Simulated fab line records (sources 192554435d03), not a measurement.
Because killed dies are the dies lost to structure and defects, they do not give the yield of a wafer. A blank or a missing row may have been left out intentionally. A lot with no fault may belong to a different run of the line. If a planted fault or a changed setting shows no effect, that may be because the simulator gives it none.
fab line records	flow n5Finfet
[record] lots = 7	wafers = 21
route steps=1938 shown BEOL_M0_SAQP@683 BEOL_M0_CUTY@702 BEOL_M1@770 BEOL_M2@858 BEOL_M3@950
startH: the number of hours between the record's first day and the start of the first shown wafer of the lot	waitH: hours since the lot's step before	" the same as in the row above	L1.1+2: a single row standing in for several wafers	- no value, or no start given	* or withheld: withheld	< > ~ a bound
route shown NAME@n: a module of which the file shows steps, and the number in the route of the first	usual: mean/standard deviation of fault-free wafers	same: alike in all rows	chamber/n: place in a boat	sites: the reading at each site	_std_site: the values' standard deviation	_edge_site: mean of outer sites minus mean of inner sites	radiusMm: how far each site lies from the wafer's centre	mask NAME#n: copy n	behind: the last tool/chamber to shape the wafer	hold: why the lot went on hold/how many hours it stayed there/how the hold came to an end	device: the transistor (n, p or np) that didn't switch	end of line: the same wafers' tests at the end of the route	where a step has no rows: the recipe by itself	killed: dies lost to structure and defects at the first sort, not the wafer's yield	map: per-die view of a wafer (x killed, . not killed, _ where there is no die)
set.NAME: the setting as run; set.NAME@STEP: as run at that earlier step	model.NAME: the simulator's own value behind a step, which no gauge read
lots whose settings were changed on purpose; a table a step, a row a wafer
[[steps]]
[step N5_BEOL_M0_SAQP_COAT_34]
[recipe] resist = CAR-EUV	spinRpm = 1500	resistThkNm = 30
lot.wafer	tool	chamber	startH	waitH	set.spinRpm	model.CAR-EUV_of_BEOL_M0_SAQP_COAT_34.thkNm
L074.1	lithoTrack-04	0	-	-	1500	30.2
L074.2+3	"	0	"	"	1500	30
L079.2+4+6	lithoTrack-01	0	-	-	1500	30
L083.2+3+4	lithoTrack-04	0	-	-	1500	30
L087.4	lithoTrack-03	0	-	-	1500	29.8
L087.5+6	"	0	"	"	1376	31.2
L092.1+3	lithoTrack-03	0	-	-	1552	29.4
L092.4	"	0	"	"	1500	30
L094.3+5	lithoTrack-04	0	-	-	1351	31.6
L094.6	"	0	"	"	1500	30
L095.1	lithoTrack-04	0	-	-	1430	30.8
L095.3+4	"	0	"	"	1500	30.2
[step N5_BEOL_M0_SAQP_EBR_36]
[recipe] solvent = PGMEA	ebrWidthMm = 1.5
[step N5_BEOL_M0_SAQP_SOFTBAKE_35]
[recipe] tempC = 110	timeS = 60	resist = CAR-EUV
[step N5_BEOL_M0_SAQP_DESCUM_45]
[recipe] chemistry = O2	timeS = 7	sourcePowerW = 50	biasPowerW = 20	pressureMtorr = 20	rfFrequencyHz = 2.712e+07	tempC = 40	resist = CAR-EUV	o2FlowSccm = 225
lot.wafer	tool	chamber	startH	waitH	set.spinRpm@BEOL_M0_SAQP_COAT_34	model.CAR-EUV_of_BEOL_M0_SAQP_COAT_34.thkNm
L074.1+2	rieDiel-06	1,3	125.19	0.0	1500	26.2
L074.3	"	2	"	"	1500	26
L079.2+4+6	rieDiel-03	3,2,3	146.74	0.0	1500	26
L083.2+3+4	rieDiel-06	3,2,3	170.13	0.3	1500	26
L087.4	rieDiel-03	0	192.31	0.3	1500	25.8
L087.5	"	3	"	"	1376	27.4
L087.6	"	0	"	"	1376	27.2
L092.1+3	rieDiel-06	1,3	221.58	0.0	1552	25.6
L092.4	"	2	"	"	1500	26
L094.3+5	rieDiel-02	3,0	236.53	0.0	1351	27.6
L094.6	"	3	"	"	1500	26
L095.1	rieDiel-06	0	241.34	0.0	1430	27
L095.3+4	"	3,1	"	"	1500	26.2
[step N5_BEOL_M0_CUTY_COAT_51]
[recipe] resist = CAR-ArF-block	spinRpm = 1500	resistThkNm = 150
lot.wafer	tool	chamber	startH	waitH	set.spinRpm	model.CAR-ArF-block_of_BEOL_M0_CUTY_COAT_51.thkNm
L074.1	lithoTrack-02	0	-	-	1500	150
L074.2	"	0	"	"	1500	149.8
L074.3	"	0	"	"	1580	146
L079.2+6	lithoTrack-01	0	-	-	1500	150.4
L079.4	"	0	"	"	1500	150.8
L083.2+3	lithoTrack-02	0	-	-	1597	146
L083.4	"	0	"	"	1500	150.6
L087.4	lithoTrack-01	0	-	-	1500	149.8
L087.5	"	0	"	"	1500	149.6
L087.6	"	0	"	"	1500	149.4
L092.1	lithoTrack-05	0	-	-	1659	141.8
L092.3+4	"	0	"	"	1659	142
L094.3	lithoTrack-02	0	-	-	1500	150.4
L094.5	"	0	"	"	1563	147.4
L094.6	"	0	"	"	1563	147.8
L095.1	lithoTrack-01	0	-	-	1500	149.6
L095.3	"	0	"	"	1657	142.8
L095.4	"	0	"	"	1657	142.6
[step N5_BEOL_M0_CUTY_DESCUM_61]
[recipe] chemistry = O2	timeS = 7.9	sourcePowerW = 50	biasPowerW = 20	pressureMtorr = 20	rfFrequencyHz = 2.712e+07	tempC = 40	resist = CAR-ArF-block	o2FlowSccm = 225
lot.wafer	tool	chamber	startH	waitH	set.timeS	set.spinRpm@BEOL_M0_CUTY_COAT_51	model.CAR-ArF-block_of_BEOL_M0_CUTY_COAT_51.thkNm
L074.1+2	rieDiel-01	0,1	126.58	0.0	7.9	1500	143.4
L074.3	"	3	"	"	7.9	1580	139.6
L079.2+4	rieDiel-05	1,0	149.43	1.0	7.9	1500	144
L079.6	"	3	"	"	7.9	1500	143.8
L083.2	rieDiel-04	2	171.70	0.3	7.321	1597	140
L083.3	"	0	"	"	7.9	1597	139.2
L083.4	"	3	"	"	7.9	1500	144
L087.4	rieDiel-04	3	193.75	0.0	7.9	1500	143
L087.5	"	0	"	"	7.9	1500	142.8
L087.6	"	3	"	"	7.9	1500	142.6
L092.1	rieDiel-04	3	223.02	0.1	7.9	1659	135.2
L092.3	"	3	"	"	8.9	1659	134.6
L092.4	"	2	"	"	7.9	1659	135.4
L094.3	rieDiel-04	3	237.92	0.0	6.533	1500	144.6
L094.5	"	3	"	"	7.9	1563	140.8
L094.6	"	2	"	"	7.9	1563	141.4
L095.1	rieDiel-04	3	243.15	0.4	7.9	1500	143
L095.3	"	0	"	"	7.9	1657	136.2
L095.4	"	3	"	"	7.9	1657	136
[step N5_BEOL_M1_ETCH_64]
[recipe] chemistry = N2/H2	target = SOC	targetDepthA = 750	overetchA = 150	maskMaterial = SiARC	tempC = 40	timeS = 112.5	ionEnergyEv = 200	pressureMtorr = 30	sourceW = 840	biasW = 150	n2FlowSccm = 200	h2FlowSccm = 200
lot.wafer	tool	chamber	startH	waitH	set.timeS	model.SiARC_of_BEOL_M1_COAT_62.thkNm
L074.1	rieDiel-02	1	134.44	0.0	112.5	6.8
L074.2	"	2	"	"	100.9	7.4
L074.3	"	3	"	"	100.9	7.2
L079.2+4+6	rieDiel-02	1,0,0	161.04	0.0	112.5	6.6
L083.2	rieDiel-03	3	180.13	0.0	130.4	6.2
L083.3	"	1	"	"	130.4	5.8
L083.4	"	2	"	"	112.5	6.6
L087.4	rieDiel-02	0	202.94	0.0	112.5	6.6
L087.5	"	0	"	"	127.4	6
L087.6	"	3	"	"	112.5	6.8
L092.1+4	rieDiel-03	3,0	233.52	0.0	134	6
L092.3	"	2	"	"	112.5	6.8
L094.3+6	rieDiel-03	0	244.36	0.0	112.5	6.8
L094.5	"	3	"	"	133.5	6
L095.1+3	rieDiel-03	0,3	251.43	0.0	120.7	6.4
L095.4	"	2	"	"	112.5	6.8
[step N5_BEOL_M1_STRIP_65]
[recipe] chemistry = N2/H2	tempC = 40	n2FlowSccm = 200	h2FlowSccm = 200	rfFrequencyHz = 6e+07
[step N5_BEOL_M1_STRIP_75]
[recipe] chemistry = N2/H2	tempC = 40	n2FlowSccm = 200	h2FlowSccm = 200	rfFrequencyHz = 6e+07
[step N5_BEOL_M1_STRIP_66]
[recipe] chemistry = CF4	resist = SiARC	powerW = 300	biasPowerW = 75	pressureMtorr = 50	cf4FlowSccm = 150	rfFrequencyHz = 6e+07
[step N5_BEOL_M1_HM_OPEN_17]
[recipe] chemistry = Cl2/BCl3	targetDepthA = 200	overetchA = 60	target = TiN	maskMaterial = SOC	ionEnergyEv = 150	pressureMtorr = 10	icpW = 1000	biasW = 126	Cl2_flow_sccm = 53.25	bcl3FlowSccm = 21.75	Ar_flow_sccm = 25
lot.wafer	tool	chamber	startH	waitH	set.timeS@BEOL_M1_ETCH_64	model.etch.depthNm
L074.1	rieMetal-03	1	134.61	0.0	112.5	20.05
L074.2	"	0	"	"	100.9	19.97
L074.3	"	1	"	"	100.9	20.44
L079.2	rieMetal-01	0	161.21	0.0	112.5	19.66
L079.4	"	1	"	"	112.5	19.81
L079.6	"	0	"	"	112.5	19.85
L083.2	rieMetal-02	1	180.30	0.0	130.4	18.47
L083.3	"	1	"	"	130.4	18.08
L083.4	"	0	"	"	112.5	20.14
L087.4	rieMetal-02	1	203.14	0.1	112.5	20.16
L087.5	"	0	"	"	127.4	18.54
L087.6	"	1	"	"	112.5	20.02
L092.1	rieMetal-02	1	233.75	0.1	134	17.99
L092.3	"	0	"	"	112.5	20.25
L092.4	"	1	"	"	134	17.81
L094.3	rieMetal-02	1	244.63	0.1	112.5	20.04
L094.5	"	1	"	"	133.5	18.08
L094.6	"	0	"	"	112.5	20.39
L095.1	rieMetal-01	1	251.60	0.0	120.7	18.89
L095.3	"	0	"	"	120.7	19.2
L095.4	"	1	"	"	112.5	20.17
[step N5_BEOL_M2_ETCH_74]
[recipe] chemistry = N2/H2	target = underlayer	targetDepthA = 65	maskMaterial = CAR-EUV	timeS = 5.2	ionEnergyEv = 200	pressureMtorr = 30	sourceW = 840	biasW = 150	n2FlowSccm = 200	h2FlowSccm = 200	ends = cleared
[usual] rfVppV = 525.5/2.3
lot.wafer	tool	chamber	startH	waitH	set.sourceW	rfVppV
L074.1	rieDiel-04	0	146.90	0.0	840	521.5
L074.2	"	2	"	"	840	524.4
L074.3	"	1	"	"	840	526.6
L079.2	rieDiel-01	3	174.85	0.0	840	524.9
L079.4	"	0	"	"	840	528.7
L079.6	"	1	"	"	840	524.2
L083.2	rieDiel-05	1	187.94	0.0	741.7	550.3
L083.3	"	2	"	"	840	525.6
L083.4	"	0	"	"	741.7	549.4
L087.4	rieDiel-05	3	220.74	0.0	840	527.0
L087.5	"	3	"	"	921.3	515.2
L087.6	"	0	"	"	840	526.6
L092.1	rieDiel-05	3	243.65	0.0	840	528.4
L092.3	"	1	"	"	914.5	512.8
L092.4	"	0	"	"	914.5	512.3
L094.3	rieDiel-05	2	258.68	0.0	840	526.2
L094.5	"	2	"	"	840	524.5
L094.6	"	1	"	"	840	526.6
L095.1	rieDiel-04	0	264.91	0.0	777.8	534.4
L095.3	"	3	"	"	840	526.1
L095.4	"	3	"	"	777.8	535.8
[step N5_BEOL_M2_ETCH_70]
[recipe] chemistry = N2/H2	target = SOC	targetDepthA = 800	overetchA = 240	maskMaterial = SiARC	tempC = 40	timeS = 130	ionEnergyEv = 200	pressureMtorr = 30	sourceW = 840	biasW = 150	n2FlowSccm = 200	h2FlowSccm = 200
[usual] rfVppV = 525.2/2.1
lot.wafer	tool	chamber	startH	waitH	set.biasW	rfVppV
L074.1	rieDiel-01	2	193.02	0.0	150	522.7
L074.2	"	1	"	"	150	522.8
L074.3	"	3	"	"	150	523.2
L079.2	rieDiel-05	1	216.12	0.0	150	529.7
L079.4	"	0	"	"	150	528.4
L079.6	"	0	"	"	150	527.0
L083.2	rieDiel-05	2	235.18	0.0	137.4	496.9
L083.3	"	1	"	"	150	528.4
L083.4	"	0	"	"	150	525.8
L087.4	rieDiel-04	2	265.26	0.0	150	523.9
L087.5	"	3	"	"	161.3	551.0
L087.6	"	0	"	"	161.3	547.2
L092.1	rieDiel-05	3	297.72	0.0	132.9	488.8
L092.3	"	1	"	"	150	526.3
L092.4	"	2	"	"	150	523.8
L094.3	rieDiel-05	0	308.60	0.0	163.2	555.6
L094.5	"	0	"	"	150	526.1
L094.6	"	3	"	"	150	527.9
L095.1	rieDiel-04	0	315.62	0.0	129.7	476.5
L095.3	"	3	"	"	129.7	478.6
L095.4	"	1	"	"	150	525.5
[step N5_BEOL_M2_TRENCH_ETCH_37]
[recipe] chemistry = C4F6/O2	targetDepthA = 555.55	target = SiOC	timeS = 29.2	ionEnergyEv = 250	pressureMtorr = 30	sourceW = 355	biasW = 185	Ar_flow_sccm = 300	C4F6_flow_sccm = 10	O2_flow_sccm = 10
lot.wafer	tool	chamber	startH	waitH	set.timeS	model.etch.depthNm	model.BEOL_M2.featureDepthNm
L074.1	rieDiel-01	2	-	-	29.2	55.1	55.2
L074.2	"	1	"	"	24.21	45.16	45.2
L074.3	"	3	"	"	24.21	44.65	44.6
L079.2	rieDiel-05	1	-	-	29.2	57.18	57.2
L079.4	"	0	"	"	29.2	55.29	55.2
L079.6	"	0	"	"	29.2	55.44	55.4
L083.2	rieDiel-05	2	-	-	29.2	55.2	55.2
L083.3	"	1	"	"	25.21	50.17	50.2
L083.4	"	0	"	"	25.21	48.8	48.8
L087.4	rieDiel-04	2	-	-	26.62	51.36	51.4
L087.5	"	3	"	"	26.62	51.74	51.8
L087.6	"	0	"	"	29.2	55.76	55.8
L092.1	rieDiel-05	3	-	-	29.2	55.74	55.8
L092.3	"	1	"	"	33.32	65.34	65.4
L092.4	"	2	"	"	29.2	53.96	54
L094.3	rieDiel-05	0	-	-	34.29	64.9	64.8
L094.5	"	0	"	"	34.29	64.39	64.4
L094.6	"	3	"	"	29.2	55.39	55.4
L095.1	rieDiel-04	0	-	-	29.2	55.75	55.8
L095.3	"	3	"	"	29.2	56.62	56.6
L095.4	"	1	"	"	29.2	55.32	55.4
[step N5_BEOL_M2_ETCH_41]
[recipe] chemistry = CH3F/O2	target = SiCN	targetDepthA = 299	taperDeg = 2	timeS = 52.5	ionEnergyEv = 120	maskMaterial = TiN	pressureMtorr = 30	sourceW = 395	biasW = 75	Ar_flow_sccm = 150	CH3F_flow_sccm = 30	O2_flow_sccm = 20
[step N5_BEOL_M2_STRIP_97]
[recipe] chemistry = N2/H2	timeS = 10	powerW = 450	tempC = 40	pressureMtorr = 20	rfFrequencyHz = 6e+07	biasPowerW = 7	n2FlowSccm = 200	h2FlowSccm = 200
[step N5_BEOL_M2_OCD_MEAS_38]
[usual] trenchDepthNm = 55.6/1.1
lot.wafer	tool	chamber	startH	waitH	set.timeS@BEOL_M2_TRENCH_ETCH_37	trenchDepthNm
L074.1	ocd-02	-	193.38	-	29.2	55.6
L074.2	"	-	"	"	24.21	45.2
L074.3	"	-	"	"	24.21	44.4
L079.2	ocd-02	-	216.48	-	29.2	57.6
L079.4	"	-	"	"	29.2	55.1
L079.6	"	-	"	"	29.2	55.5
L083.2	ocd-02	-	235.54	-	29.2	54.7
L083.3	"	-	"	"	25.21	50.1
L083.4	"	-	"	"	25.21	48.8
L087.4	ocd-02	-	265.58	-	26.62	51.4
L087.5	"	-	"	"	26.62	51.4
L087.6	"	-	"	"	29.2	55.8
L092.1	ocd-01	-	298.08	-	29.2	55.8
L092.3	"	-	"	"	33.32	65.2
L092.4	"	-	"	"	29.2	54.2
L094.3	ocd-02	-	308.96	-	34.29	65.2
L094.5	"	-	"	"	34.29	64.4
L094.6	"	-	"	"	29.2	55.5
L095.1	ocd-01	-	315.99	-	29.2	55.5
L095.3	"	-	"	"	29.2	56.4
L095.4	"	-	"	"	29.2	55.8
[step N5_BEOL_M2_HM_STRIP_39]
[recipe] chemistry = peroxideTinStrip	material = TiN	targetDepthA = 250	tempC = 50	timeS = 158
[step N5_BEOL_M2_SRD_40]
[recipe] timeS = 30	tempC = 23	rinseLiquid = diw	dry = ipaMarangoni
[step N5_BEOL_M2_ECD_50]
[recipe] material = Cu	targetThkA = 3000
[step N5_BEOL_M2_ANNEAL_51]
[recipe] tempC = 225	timeS = 90	ambient = N2
[step N5_BEOL_M2_CMP_52]
[recipe] stopOn = SiOC	tOverpolishS = 6.8	downForcePsi = 1	platenRpm = 50	clearingPlatenDownForcePsi = 1.5	clearingPlatenRpm = 50	postCmpClean = cuAlkaline	targetThkNm = 40	clearingPlatenPadVelocityMS = 0.99484	padVelocityMS = 0.99484
lot.wafer	tool	chamber	startH	waitH	set.timeS@BEOL_M2_TRENCH_ETCH_37	model.Cu_of_BEOL_M2_ECD_50.thkNm
L074.1	cmp-02	2	198.12	0.3	29.2	39.4
L074.2	"	0	"	"	24.21	31.4
L074.3	"	1	"	"	24.21	27.4
L079.2	cmp-02	0	220.01	0.2	29.2	41.6
L079.4	"	2	"	"	29.2	39.8
L079.6	"	0	"	"	29.2	41
L083.3	cmp-04	1	239.57	0.2	25.21	35.4
L083.4	"	2	"	"	25.21	33.6
L083.2	"	3	"	"	29.2	40.8
L087.4	cmp-04	2	268.95	0.1	26.62	35.2
L087.6	"	2	"	"	29.2	38.8
L087.5	"	3	"	"	26.62	35.4
L092.3	cmp-04	0	301.41	0.2	33.32	51.4
L092.4	"	1	"	"	29.2	36.8
L092.1	"	2	"	"	29.2	41
L094.3	cmp-03	0	313.52	1.0	34.29	49.8
L094.5	"	3	"	"	34.29	48
L094.6	"	0	"	"	29.2	39.6
L095.4	cmp-02	2	319.02	0.1	29.2	36.2
L095.3	"	3	"	"	29.2	38.6
L095.1	"	1	"	"	29.2	37.2
[step N5_BEOL_M2_THK_MEAS_53]
[recipe] thkMeasGauge = xrf	reads = Cu_of_BEOL_M2_ECD_50
[usual] M2_THK = 38.7/1.6
lot.wafer	tool	chamber	startH	waitH	set.timeS@BEOL_M2_TRENCH_ETCH_37	M2_THK[nm]
L074.1	filmMetro-01	-	198.42	-	29.2	38.8
L074.2	"	-	"	"	24.21	30.9
L074.3	"	-	"	"	24.21	26.9
L079.2	filmMetro-01	-	220.27	-	29.2	40.3
L079.4	"	-	"	"	29.2	38.5
L079.6	"	-	"	"	29.2	39.7
L083.2	filmMetro-01	-	239.86	-	29.2	39.2
L083.3	"	-	"	"	25.21	34.1
L083.4	"	-	"	"	25.21	32.5
L087.4	filmMetro-01	-	269.25	-	26.62	34.2
L087.5	"	-	"	"	26.62	34.4
L087.6	"	-	"	"	29.2	37.8
L092.1	filmMetro-01	-	301.70	-	29.2	39.9
L092.3	"	-	"	"	33.32	50.4
L092.4	"	-	"	"	29.2	35.8
L094.3	filmMetro-02	-	313.77	-	34.29	48.6
L094.5	"	-	"	"	34.29	46.6
L094.6	"	-	"	"	29.2	38.5
L095.1	filmMetro-01	-	319.31	-	29.2	36.2
L095.3	"	-	"	"	29.2	37.5
L095.4	"	-	"	"	29.2	35.1
[step N5_BEOL_M2_PRE_CLEAN_60]
[recipe] gas = NH3/H2	timeS = 15	tempC = *	rfPowerW = 300
[step N5_BEOL_M2_CO_CAP_55]
[recipe] material = Co	targetThkA = 20	tempC = 200	precursor = CCTBA/H2	pressureTorr = 30	timeS = 102.1
[step N5_BEOL_M2_PRE_CLEAN_56]
[recipe] gas = NH3	timeS = 15	tempC = withheld	rfPowerW = 300
[step N5_BEOL_M2_DEP_57]
[recipe] material = SiCN	targetThkA = 80	tempC = withheld	precursor = 3MS/NH3	pressureTorr = 3	rfW = 202	timeS = 14
[step N5_BEOL_M2_RS_MEAS_58]
[recipe] thkMeasGauge = four-point-probe	reads = Co_of_BEOL_M2_CO_CAP_55+Cu_of_BEOL_M2_ECD_50+Co_of_BEOL_M2_CVD_47+TaN_of_BEOL_M2_ALD_84
[usual] M2_RS = 0.68/0.036
lot.wafer	tool	chamber	startH	waitH	set.timeS@BEOL_M2_TRENCH_ETCH_37	M2_RS[ohm/sq]
L074.1	filmMetro-01	-	198.68	0.0	29.2	0.68
L074.2	"	-	"	"	24.21	0.91
L074.3	"	-	"	"	24.21	1.10
L079.2	filmMetro-01	-	220.56	0.1	29.2	0.63
L079.4	"	-	"	"	29.2	0.67
L079.6	"	-	"	"	29.2	0.65
L083.2	filmMetro-02	-	240.12	0.1	29.2	0.65
L083.3	"	-	"	"	25.21	0.78
L083.4	"	-	"	"	25.21	0.84
L087.4	filmMetro-01	-	269.51	0.0	26.62	0.79
L087.5	"	-	"	"	26.62	0.78
L087.6	"	-	"	"	29.2	0.70
L092.1	filmMetro-01	-	301.96	0.0	29.2	0.65
L092.3	"	-	"	"	33.32	0.49
L092.4	"	-	"	"	29.2	0.75
L094.3	filmMetro-01	-	314.17	0.1	34.29	0.51
L094.5	"	-	"	"	34.29	0.53
L094.6	"	-	"	"	29.2	0.67
L095.1	filmMetro-01	-	319.57	0.0	29.2	0.73
L095.3	"	-	"	"	29.2	0.70
L095.4	"	-	"	"	29.2	0.76
[step N5_BEOL_M3_ETCH_64]
[recipe] chemistry = N2/H2	target = SOC	targetDepthA = 750	overetchA = 150	maskMaterial = SiARC	tempC = 40	timeS = 112.5	ionEnergyEv = 200	pressureMtorr = 30	sourceW = 840	biasW = 150	n2FlowSccm = 200	h2FlowSccm = 200
lot.wafer	tool	chamber	startH	waitH	set.timeS	model.SiARC_of_BEOL_M3_COAT_62.thkNm
L074.1	rieDiel-02	3	202.51	0.0	112.5	6.8
L074.2	"	0	"	"	122.9	6.2
L074.3	"	2	"	"	112.5	7
L079.2	rieDiel-02	3	222.30	0.0	112.5	6.8
L079.4+6	"	2	"	"	112.5	7
L083.2+4	rieDiel-02	0	241.42	0.0	112.5	6.8
L083.3	"	3	"	"	125.5	6.4
L087.4+5+6	rieDiel-06	0,0,3	270.85	0.0	112.5	6.6
L092.1	rieDiel-03	0	302.84	0.0	137.6	5.6
L092.3	"	2	"	"	112.5	6.8
L092.4	"	3	"	"	137.6	5.8
L094.3+6	rieDiel-02	2	316.63	0.0	112.5	6.8
L094.5	"	3	"	"	91.45	7.8
L095.1	rieDiel-02	2	322.34	0.0	95.03	7.6
L095.3	"	0	"	"	112.5	6.6
L095.4	"	1	"	"	112.5	6.8
[[key]]
[split] step = N5_BEOL_M0_SAQP_COAT_34	setting = spinRpm	stated = 1500	by = wafer
[response] step = N5_BEOL_M0_SAQP_COAT_34	reading = model.CAR-EUV_of_BEOL_M0_SAQP_COAT_34.thkNm	change = -0.161	per = 1%	r = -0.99
[response] step = N5_BEOL_M0_SAQP_DESCUM_45	reading = model.CAR-EUV_of_BEOL_M0_SAQP_COAT_34.thkNm	change = -0.166	per = 1%	r = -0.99
[split] step = N5_BEOL_M0_CUTY_COAT_51	setting = spinRpm	stated = 1500	by = wafer
[response] step = N5_BEOL_M0_CUTY_COAT_51	reading = model.CAR-ArF-block_of_BEOL_M0_CUTY_COAT_51.thkNm	change = -0.681	per = 1%	r = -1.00
[response] step = N5_BEOL_M0_CUTY_DESCUM_61	reading = model.CAR-ArF-block_of_BEOL_M0_CUTY_COAT_51.thkNm	change = -0.687	per = 1%	r = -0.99
[split] step = N5_BEOL_M0_CUTY_DESCUM_61	setting = timeS	stated = 7.9	by = wafer
response none clear
[split] step = N5_BEOL_M1_ETCH_64	setting = timeS	stated = 112.5	by = wafer
[response] step = N5_BEOL_M1_ETCH_64	reading = model.SiARC_of_BEOL_M1_COAT_62.thkNm	change = -0.0439	per = 1%	r = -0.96
[response] step = N5_BEOL_M1_HM_OPEN_17	reading = model.etch.depthNm	change = -0.111	per = 1%	r = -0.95
[split] step = N5_BEOL_M2_ETCH_74	setting = sourceW	stated = 840	by = wafer
[response] step = N5_BEOL_M2_ETCH_74	reading = rfVppV	change = -1.66	per = 1%	r = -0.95
[split] step = N5_BEOL_M2_ETCH_70	setting = biasW	stated = 150	by = wafer
[response] step = N5_BEOL_M2_ETCH_70	reading = rfVppV	change = +3.39	per = 1%	r = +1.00
[split] step = N5_BEOL_M2_TRENCH_ETCH_37	setting = timeS	stated = 29.2	by = wafer
[response] step = N5_BEOL_M2_TRENCH_ETCH_37	reading = model.etch.depthNm	change = +0.565	per = 1%	r = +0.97
[response] step = N5_BEOL_M2_TRENCH_ETCH_37	reading = model.BEOL_M2.featureDepthNm	change = +0.566	per = 1%	r = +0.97
[response] step = N5_BEOL_M2_OCD_MEAS_38	reading = trenchDepthNm	change = +0.567	per = 1%	r = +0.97
[response] step = N5_BEOL_M2_CMP_52	reading = model.Cu_of_BEOL_M2_ECD_50.thkNm	change = +0.591	per = 1%	r = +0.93
[response] step = N5_BEOL_M2_THK_MEAS_53	reading = M2_THK	change = +0.58	per = 1%	r = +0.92
[response] step = N5_BEOL_M2_RS_MEAS_58	reading = M2_RS	change = -0.0134	per = 1%	r = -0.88
[split] step = N5_BEOL_M3_ETCH_64	setting = timeS	stated = 112.5	by = wafer
[response] step = N5_BEOL_M3_ETCH_64	reading = model.SiARC_of_BEOL_M3_COAT_62.thkNm	change = -0.0522	per = 1%	r = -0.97
